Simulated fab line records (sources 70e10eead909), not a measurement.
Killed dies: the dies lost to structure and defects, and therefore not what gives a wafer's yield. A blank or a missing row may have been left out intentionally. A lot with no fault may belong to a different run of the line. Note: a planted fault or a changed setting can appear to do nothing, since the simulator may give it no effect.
Chamber matching	flow nand harc	NHARC_A_CONTACT_DEP_29 on pecvd-01: 3 sister chambers
The step deposits SiON, target thk 70 nm. 20 wafers are shown with their chamber, then 10 later ones without.

EACH WAFER AND ITS CHAMBER
wafer	chamber	showerhead vpp V (V)	heater power w (W)	susceptor temp C (C)
L075.1	0	1131	787	400.08
L075.3	2	1263	638	400.05
L075.4	0	1126	790	399.97
L077.2	2	1258	627	399.97
L077.5	2	1268	626	400.35
L077.6	0	1114	856	400.18
L076.3	2	1280	636	400.26
L076.5	2	1255	642	399.79
L076.6	0	1136	727	400.26
L079.2	2	1265	600	399.91
L079.3	1	1172	848	400.10
L079.4	0	1118	876	399.82
L080.2	2	1264	646	400.25
L080.3	1	1185	875	400.29
L080.4	2	1237	652	400.30
L081.1	2	1262	588	399.79
L081.2	1	1162	775	400.48
L081.4	1	1156	766	400.36
L093.3	1	1178	802	400.16
L093.4	0	1123	720	400.10

SIGNATURES (averages over the wafers above)
reading	chamber 0	chamber 1	chamber 2	scatter within a chamber
showerhead vpp V	1124.67	1170.60	1261.33	10.7
heater power w	792.67	813.20	628.33	44.1
susceptor temp C	400.0683	400.2780	400.0744	0.189
Rule: a wafer lies at a distance from a chamber equal to the root of the sum of squares, over the readings, of (its reading less the chamber's mean, divided by the reading's scatter). The wafer belongs to the nearest chamber; if the next one is less than 2 further off, it can't be placed. How the scatter is found: for the shown wafers, subtract from each reading the mean of its chamber, square and add these, divide the total by (wafers less chambers), then take the root.

WAFERS WHOSE CHAMBER IS MISSING
wafer	showerhead vpp V (V)	heater power w (W)	susceptor temp C (C)
L093.5	1182	778	400.19
L094.3	1180	877	399.83
L094.4	1275	704	400.03
L094.6	1194	860	399.95
L091.3	1264	719	400.01
L091.4	1241	702	399.92
L091.5	1170	808	399.95
L097.1	1294	676	400.11
L097.3	1126	840	399.73
L097.4	1127	851	399.97

EACH ONE'S CHAMBER
wafer	from the rows above	in truth
L093.5	1	1
L094.3	1	1
L094.4	2	2
L094.6	1	1
L091.3	2	2
L091.4	2	2
L091.5	1	1
L097.1	2	2
L097.3	0	0
L097.4	0	0
Placed correctly: 10 of 10. Not placeable from these rows: 0. Wrongly placed: 0.
